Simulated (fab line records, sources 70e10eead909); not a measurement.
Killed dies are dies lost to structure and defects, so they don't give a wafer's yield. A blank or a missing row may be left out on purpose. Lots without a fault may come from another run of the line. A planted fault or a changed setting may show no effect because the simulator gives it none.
Chamber matching | flow nand_harc | NHARC_P_M0_STRIP_18 on rie_diel-07: 4 sister chambers
The step strips in N2/H2. 4 wafers are shown with their chamber, then 9 later ones without.

WAFERS WITH THEIR CHAMBER
wafer  | chamber | showerhead_plenum_p_Torr (Torr)
L084.1 | 2       | 2.00
L087.1 | 1       | 1.96
L087.4 | 0       | 1.96
L087.6 | 3       | 2.17

WAFERS WITHOUT THEIR CHAMBER
wafer  | showerhead_plenum_p_Torr (Torr)
L090.1 | 2.00
L090.5 | 1.96
L090.6 | 1.96
L094.2 | 1.95
L094.3 | 1.96
L094.6 | 2.00
L097.3 | 1.95
L097.5 | 1.95
L097.6 | 2.17

WHICH CHAMBER EACH WENT THROUGH
wafer  | from the rows above     | in truth
L090.1 | 2                       | 2
L090.5 | can't be placed: 0 or 1 | 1
L090.6 | can't be placed: 0 or 1 | 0
L094.2 | can't be placed: 0 or 1 | 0
L094.3 | can't be placed: 0 or 1 | 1
L094.6 | 2                       | 2
L097.3 | can't be placed: 0 or 1 | 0
L097.5 | can't be placed: 0 or 1 | 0
L097.6 | 3                       | 3
Placed correctly: 3 of 9. Can't be placed from these rows: 6 (the true chamber is among the candidates in 6). Placed wrongly: 0.
How it was worked out, from the rows above alone: a wafer's distance from a chamber is the root of the sum, over the readings, of the square of ((its reading less the chamber's mean) divided by the reading's scatter). The wafer belongs to the nearest chamber; if the next one is less than 2 further off, it can't be placed. A chamber's mean is the mean of its shown wafers. The scatter: with one shown wafer a chamber, the root of the mean of the squares of how far each hidden wafer lies from its nearest shown one.
